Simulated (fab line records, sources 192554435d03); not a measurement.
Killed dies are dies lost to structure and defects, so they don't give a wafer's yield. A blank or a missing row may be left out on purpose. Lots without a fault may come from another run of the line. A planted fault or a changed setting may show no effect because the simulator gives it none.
Which tool did it? | flow n5_finfet | 10 lots, 30 wafers sampled, at 3 steps of a route of 1938

WHAT THE GAUGES READ, wafer by wafer
N5_BEOL_M4_RC_MEAS_101.
lot  | measured     | on        | RS_NWELL (ohm/sq)
L319 | day 9 03:50  | prober-01 | 1042 1038 1038
L322 | day 9 21:47  | prober-01 | - - -
L323 | day 10 00:44 | prober-01 | - - -
L324 | day 10 03:02 | prober-01 | - - -
L328 | day 11 03:19 | prober-01 | 1040 1043 1032
L331 | day 12 08:25 | prober-01 | 1035 1041 1033
L332 | day 12 12:46 | prober-02 | 1045 1038 1046
L334 | day 13 00:23 | prober-01 | 1028 1025 1032
L335 | day 13 03:38 | prober-02 | 1043 1040 1036
L337 | day 13 15:23 | prober-02 | 1022 1031 1039

WHICH TOOL RAN EACH LOT (tool, then ch and the chambers of the sampled wafers, then the start)
lot  | N5_WELL_APT_IMPLANT_14         | N5_WELL_APT_RTA_34
L319 | implanter-02 ch 0, day 2 20:13 | rtp_anneal-02 ch 0, day 2 22:01
L322 | implanter-01, day 3 13:56      | rtp_anneal-01 ch 0, day 3 15:44
L323 | implanter-01, day 3 19:54      | rtp_anneal-02 ch 0, day 3 21:47
L324 | implanter-02, day 4 01:58      | rtp_anneal-01 ch 0, day 4 03:53
L328 | implanter-02 ch 0, day 5 02:19 | rtp_anneal-01 ch 0, day 5 04:15
L331 | implanter-01 ch 0, day 5 19:58 | rtp_anneal-01 ch 0, day 5 21:52
L332 | implanter-02 ch 0, day 6 02:26 | rtp_anneal-01 ch 0, day 6 04:25
L334 | implanter-02 ch 0, day 6 14:10 | rtp_anneal-02 ch 0, day 6 15:58
L335 | implanter-01 ch 0, day 6 19:58 | rtp_anneal-01 ch 0, day 6 22:00
L337 | implanter-01 ch 0, day 7 08:11 | rtp_anneal-02 ch 0, day 7 10:05
- N5_WELL_APT_IMPLANT_14
- N5_WELL_APT_RTA_34: time 10 s.

THE ANSWER, worked out from the rows above alone
Rule: what is usual is taken from the lots themselves. Put in order of their means at a reading, lots are off if they are a third of the lots or fewer, leave a main group of 4 or more, and stand apart from it by a gap of 3 or more times the standard deviation of the main group's means; of several such gaps the widest counts. A main group whose means are all the same, to the digits that the tables above print for the reading, isn't used. A lot without any number at a reading at which 4 lots or more have one is off too. The other lots that the step has rows for count as sound.
Off: L322, L323, L324, at N5_BEOL_M4_RC_MEAS_101 (RS_NWELL). Without a number there: L322, L323, L324. The main group: mean 1037 ohm/sq, standard deviation 4.8.
A tool fits if, at a process step before that reading, it ran every lot that is off, and no sound lot after the first of them. The gauges at N5_BEOL_M4_RC_MEAS_101 are tried like those tools. None of those tried fits.

WHAT THE SIMULATOR HAD PUT IN
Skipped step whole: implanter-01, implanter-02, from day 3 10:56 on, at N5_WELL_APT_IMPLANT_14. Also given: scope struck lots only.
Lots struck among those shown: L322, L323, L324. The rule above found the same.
